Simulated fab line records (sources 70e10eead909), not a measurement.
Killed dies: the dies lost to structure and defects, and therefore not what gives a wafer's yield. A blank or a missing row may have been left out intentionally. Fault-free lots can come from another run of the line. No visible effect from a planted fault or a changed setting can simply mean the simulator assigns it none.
Chamber matching || flow nand harc || 3 sister chambers for NHARC_P_M2_PRE_CLEAN_32 on pecvd-01
The step time 12 s. 22 wafers are shown with their chamber, then 11 later ones without.

## WAFERS PAIRED WITH THEIR CHAMBERS
{"wafer": "L077.2", "chamber": 0, "heater power w (W)": 797, "rf fwd power W (W)": 291.6}
{"wafer": "L077.3", "chamber": 1, "heater power w (W)": 550, "rf fwd power W (W)": 292.7}
{"wafer": "L077.4", "chamber": 1, "heater power w (W)": 552, "rf fwd power W (W)": 292.9}
{"wafer": "L080.1", "chamber": 1, "heater power w (W)": 572, "rf fwd power W (W)": 293.0}
{"wafer": "L080.2", "chamber": 2, "heater power w (W)": 652, "rf fwd power W (W)": 293.1}
{"wafer": "L080.4", "chamber": 0, "heater power w (W)": 789, "rf fwd power W (W)": 291.9}
{"wafer": "L081.2", "chamber": 0, "heater power w (W)": 740, "rf fwd power W (W)": 293.4}
{"wafer": "L081.3", "chamber": 2, "heater power w (W)": 655, "rf fwd power W (W)": 293.1}
{"wafer": "L081.6", "chamber": 2, "heater power w (W)": 678, "rf fwd power W (W)": 292.1}
{"wafer": "L082.2", "chamber": 1, "heater power w (W)": 650, "rf fwd power W (W)": 293.4}
{"wafer": "L082.3", "chamber": 2, "heater power w (W)": 585, "rf fwd power W (W)": 292.8}
{"wafer": "L082.5", "chamber": 0, "heater power w (W)": 692, "rf fwd power W (W)": 292.2}
{"wafer": "L083.3", "chamber": 1, "heater power w (W)": 538, "rf fwd power W (W)": 293.5}
{"wafer": "L083.4", "chamber": 2, "heater power w (W)": 643, "rf fwd power W (W)": 292.5}
{"wafer": "L083.6", "chamber": 1, "heater power w (W)": 534, "rf fwd power W (W)": 293.0}
{"wafer": "L084.2", "chamber": 0, "heater power w (W)": 699, "rf fwd power W (W)": 293.0}
{"wafer": "L084.3", "chamber": 1, "heater power w (W)": 579, "rf fwd power W (W)": 291.7}
{"wafer": "L084.5", "chamber": 0, "heater power w (W)": 709, "rf fwd power W (W)": 293.0}
{"wafer": "L087.1", "chamber": 0, "heater power w (W)": 767, "rf fwd power W (W)": 292.8}
{"wafer": "L087.4", "chamber": 0, "heater power w (W)": 773, "rf fwd power W (W)": 292.9}
{"wafer": "L087.5", "chamber": 1, "heater power w (W)": 630, "rf fwd power W (W)": 292.3}
{"wafer": "L088.2", "chamber": 1, "heater power w (W)": 637, "rf fwd power W (W)": 291.9}

SIGNATURES, as means of the wafers listed above
{"reading": "heater power w", "chamber 0": 745.75, "chamber 1": 582.44, "chamber 2": 642.60, "scatter within a chamber": 41.8}
{"reading": "rf fwd power W", "chamber 0": 292.600, "chamber 1": 292.711, "chamber 2": 292.720, "scatter within a chamber": 0.59}
Rule: a wafer's distance from a chamber is the root of the sum, over the readings, of the square of ((its reading less the chamber's mean) divided by the reading's scatter). If the next closest chamber is less than 2 further off than the closest, the wafer can't be placed; otherwise it belongs to the closest. The scatter: take each reading less its chamber's mean, square it, sum over the shown wafers, divide by the number of wafers less the number of chambers, and take the root.

## WAFERS WITH NO CHAMBER GIVEN
{"wafer": "L088.3", "heater power w (W)": 737, "rf fwd power W (W)": 290.7}
{"wafer": "L088.6", "heater power w (W)": 632, "rf fwd power W (W)": 293.5}
{"wafer": "L090.1", "heater power w (W)": 606, "rf fwd power W (W)": 295.2}
{"wafer": "L090.3", "heater power w (W)": 654, "rf fwd power W (W)": 290.9}
{"wafer": "L090.5", "heater power w (W)": 605, "rf fwd power W (W)": 293.9}
{"wafer": "L093.1", "heater power w (W)": 630, "rf fwd power W (W)": 292.0}
{"wafer": "L093.2", "heater power w (W)": 624, "rf fwd power W (W)": 293.6}
{"wafer": "L093.5", "heater power w (W)": 608, "rf fwd power W (W)": 292.7}
{"wafer": "L094.2", "heater power w (W)": 535, "rf fwd power W (W)": 290.6}
{"wafer": "L094.5", "heater power w (W)": 517, "rf fwd power W (W)": 293.0}
{"wafer": "L094.6", "heater power w (W)": 625, "rf fwd power W (W)": 292.8}

## CHAMBER TAKEN BY EACH
{"wafer": "L088.3", "from the rows above": "can't be placed: 0 or 2 or 1", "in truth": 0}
{"wafer": "L088.6", "from the rows above": "can't be placed: 2 or 1 or 0", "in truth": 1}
{"wafer": "L090.1", "from the rows above": "can't be placed: 1 or 2 or 0", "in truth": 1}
{"wafer": "L090.3", "from the rows above": "can't be placed: 2 or 1 or 0", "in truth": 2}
{"wafer": "L090.5", "from the rows above": "can't be placed: 1 or 2 or 0", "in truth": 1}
{"wafer": "L093.1", "from the rows above": "can't be placed: 2 or 1 or 0", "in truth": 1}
{"wafer": "L093.2", "from the rows above": "can't be placed: 2 or 1 or 0", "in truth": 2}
{"wafer": "L093.5", "from the rows above": "can't be placed: 1 or 2", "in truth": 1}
{"wafer": "L094.2", "from the rows above": "can't be placed: 1 or 2", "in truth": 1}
{"wafer": "L094.5", "from the rows above": "can't be placed: 1 or 2", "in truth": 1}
{"wafer": "L094.6", "from the rows above": "can't be placed: 2 or 1", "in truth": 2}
Correct placement for 0 of the 11. Cannot be placed on the basis of these rows: 11; the candidates contain the true chamber in 11. 0 placed wrongly.
